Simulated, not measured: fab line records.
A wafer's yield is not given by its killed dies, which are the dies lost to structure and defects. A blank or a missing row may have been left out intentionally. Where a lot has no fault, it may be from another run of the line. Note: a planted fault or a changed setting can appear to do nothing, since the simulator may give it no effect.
Chamber matching	flow n5Finfet	pecvd-01 running N5_BEOL_M2_ILD_DEP_00: 3 sister chambers
The step deposits SiOC from DEMS/O2, target thk 79 nm, time 15.3 s. 3 wafers are shown with their chamber, then 9 later ones without.

== WAFERS PAIRED WITH THEIR CHAMBERS ==
wafer	chamber	heaterPowerW (W)
L090.3	0	407
L090.4	2	368
L090.6	1	541

== WAFERS WHOSE CHAMBER IS MISSING ==
wafer	heaterPowerW (W)
L091.2	402
L091.3	500
L091.6	419
L092.2	350
L092.3	526
L092.4	387
L095.2	502
L095.3	424
L095.4	406

== WHICH CHAMBER EACH WENT THROUGH ==
wafer	from the rows above	in truth
L091.2	can't be placed: 0 or 2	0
L091.3	1	1
L091.6	can't be placed: 0 or 2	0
L092.2	can't be placed: 2 or 0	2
L092.3	1	1
L092.4	can't be placed: 2 or 0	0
L095.2	1	1
L095.3	can't be placed: 0 or 2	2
L095.4	can't be placed: 0 or 2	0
Placed correctly: 3 of 9. Cannot be placed on the basis of these rows: 6; the candidates contain the true chamber in 6. Placed wrongly: 0.
How it was worked out, from the rows above alone: a wafer's distance from a chamber is the root of the sum, over the readings, of the square of ((its reading less the chamber's mean) divided by the reading's scatter). The wafer belongs to the nearest chamber; if the next one is less than 2 further off, it can't be placed. A chamber's mean is the mean of its shown wafers. The scatter: with one shown wafer a chamber, the root of the mean of the squares of how far each hidden wafer lies from its nearest shown one.
